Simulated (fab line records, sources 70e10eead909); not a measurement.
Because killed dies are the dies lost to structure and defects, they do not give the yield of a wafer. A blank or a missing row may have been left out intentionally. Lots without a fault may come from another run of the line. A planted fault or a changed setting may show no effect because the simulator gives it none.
Matching of chambers	flow nandHarc	NHARC_A_ONON_D1_DEP_33 on pecvd-03 has 3 sister chambers
The step deposits SiO2, target thk 200 nm. 6 wafers are shown with their chamber, then 7 later ones without.

== WAFERS WITH THEIR CHAMBER ==
wafer	chamber	throttleValvePct (%)	heaterPowerW (W)
L599.4	0	16.7	824
L605.1	0	17.0	688
L605.2	2	15.8	483
L605.6	2	15.3	475
L604.1	1	17.1	393
L604.4	1	16.5	414

== WAFERS WITH NO CHAMBER GIVEN ==
wafer	throttleValvePct (%)	heaterPowerW (W)
L604.6	15.5	567
L608.1	15.5	503
L608.2	16.5	475
L608.4	17.0	798
L612.3	17.2	760
L612.4	16.7	401
L612.6	17.1	792

== WHICH CHAMBER EACH WENT THROUGH ==
wafer	from the rows above	in truth
L604.6	2	2
L608.1	2	2
L608.2	can't be placed: 1 or 2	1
L608.4	0	0
L612.3	0	0
L612.4	1	1
L612.6	0	0
6 of 7 placed correctly. These rows do not allow placing 1 (true chamber among the candidates in 1). Placed wrongly: 0.
How it was worked out, from the rows above alone: a wafer's distance from a chamber is the root of the sum, over the readings, of the square of ((its reading less the chamber's mean) divided by the reading's scatter). If the next closest chamber is less than 2 further off than the closest, the wafer can't be placed; otherwise it belongs to the closest. For every chamber, the mean is computed from those of its wafers that are shown. The scatter: take each reading less its chamber's mean, square it, sum over the shown wafers, divide by the number of wafers less the number of chambers, and take the root.
